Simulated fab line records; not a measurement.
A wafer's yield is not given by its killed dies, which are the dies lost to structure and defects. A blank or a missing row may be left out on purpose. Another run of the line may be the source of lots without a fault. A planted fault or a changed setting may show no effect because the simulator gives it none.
Which tool was responsible? | flow nand-harc | at 1 step of a route of 1302, 7 lots with 20 wafers sampled

## WHAT EACH GAUGE READ, for each wafer
NHARC_A_SOURCE_PLATE_THK_MEAS_09: measures by ellipsometry.
lot  | measured     | on            | thk-nm (nm)
L263 | day 8 02:37  | film-metro-01 | 9.1 9.1 10.8
L271 | day 11 10:02 | film-metro-01 | 10.5 9.5
L274 | day 12 11:27 | film-metro-01 | 8.8 8.8 9.9
L276 | day 13 07:16 | film-metro-02 | 10.5 8.5 11.4
L279 | day 15 06:41 | film-metro-01 | 8.3 10.2 10.4
L281 | day 15 15:46 | film-metro-02 | 11.3 10.3 9.4
L284 | day 16 22:55 | film-metro-01 | 8.3 10.6 9.7

## EACH LOT AND THE TOOL THAT RAN IT (in order: tool; ch and the chambers of the sampled wafers; start)
The record holds no process step before these readings.

## THE ANSWER, worked out from the rows above alone
Rule: what is usual is taken from the lots themselves. Put in order of their means at a reading, lots are off if they are a third of the lots or fewer, leave a main group of 4 or more, and stand apart from it by a gap of 3 or more times the standard deviation of the main group's means; of several such gaps the widest counts. If all means in a main group match to the digits the tables above print for the reading, that group is not used. Also off: a lot with no number at a reading for which 4 or more lots have one. The other lots that the step has rows for count as sound.
Across all readings shown, no lot is off: no conclusion can be drawn from this.

## WHAT THE SIMULATOR HAD INSERTED
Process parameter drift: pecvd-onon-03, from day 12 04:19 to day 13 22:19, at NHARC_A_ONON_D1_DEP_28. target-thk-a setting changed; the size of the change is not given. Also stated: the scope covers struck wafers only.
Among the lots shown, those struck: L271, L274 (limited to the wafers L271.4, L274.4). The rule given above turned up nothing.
